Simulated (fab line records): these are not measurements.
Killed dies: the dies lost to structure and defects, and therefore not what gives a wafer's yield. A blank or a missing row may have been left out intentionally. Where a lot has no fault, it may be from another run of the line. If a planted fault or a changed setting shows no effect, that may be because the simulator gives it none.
The tool behind it: which one? ; flow nand harc ; 6 lots, 18 wafers sampled, at 2 steps of a route of 1159

WHAT THE GAUGES READ, wafer by wafer
NHARC_A_BONDPAD_CD_MEAS_13.
lot;measured;on;cd nm (nm)
L828;day 18 13:04;cd sem-02;498.1 497.5 494.8
L826;day 19 00:35;cd sem-02;499.4 497.0 497.2
L838;day 21 18:00;cd sem-01;500.7 501.2 500.9
L842;day 22 03:52;cd sem-02;499.0 497.3 498.2
L846;day 22 16:15;cd sem-02;497.9 497.3 500.9
L847;day 23 08:31;cd sem-01;500.1 500.5 498.2

EACH LOT AND THE TOOL THAT RAN IT (in order: tool; ch and the chambers of the sampled wafers; start)
lot;NHARC_A_CONTACT_ETCH_119
L828;har cap etch-03 ch 0,1, day 16 22:29
L826;har cap etch-03 ch 0,1, day 17 04:20
L838;har cap etch-01 ch 0,1, day 19 21:16
L842;har cap etch-02 ch 0,1, day 20 08:24
L846;har cap etch-02 ch 0,1, day 21 00:20
L847;har cap etch-03 ch 0,1, day 21 20:26
- NHARC_A_CONTACT_ETCH_119: etches the open film in C4F8/O2/Ar, time 94 s, target depth 922 nm.

THE ANSWER, worked out from the rows above alone
Rule: the lots themselves supply what counts as usual. Put in order of their means at a reading, lots are off if they are a third of the lots or fewer, leave a main group of 4 or more, and stand apart from it by a gap of 3 or more times the standard deviation of the main group's means; of several such gaps the widest counts. A main group whose means are all the same, to the digits that the tables above print for the reading, isn't used. A lot without any number at a reading at which 4 lots or more have one is off too. Where the step has rows for the other lots, those lots are counted as sound.
Nothing can be told from this: no lot is off at any reading shown.

WHAT WAS PUT IN BY THE SIMULATOR
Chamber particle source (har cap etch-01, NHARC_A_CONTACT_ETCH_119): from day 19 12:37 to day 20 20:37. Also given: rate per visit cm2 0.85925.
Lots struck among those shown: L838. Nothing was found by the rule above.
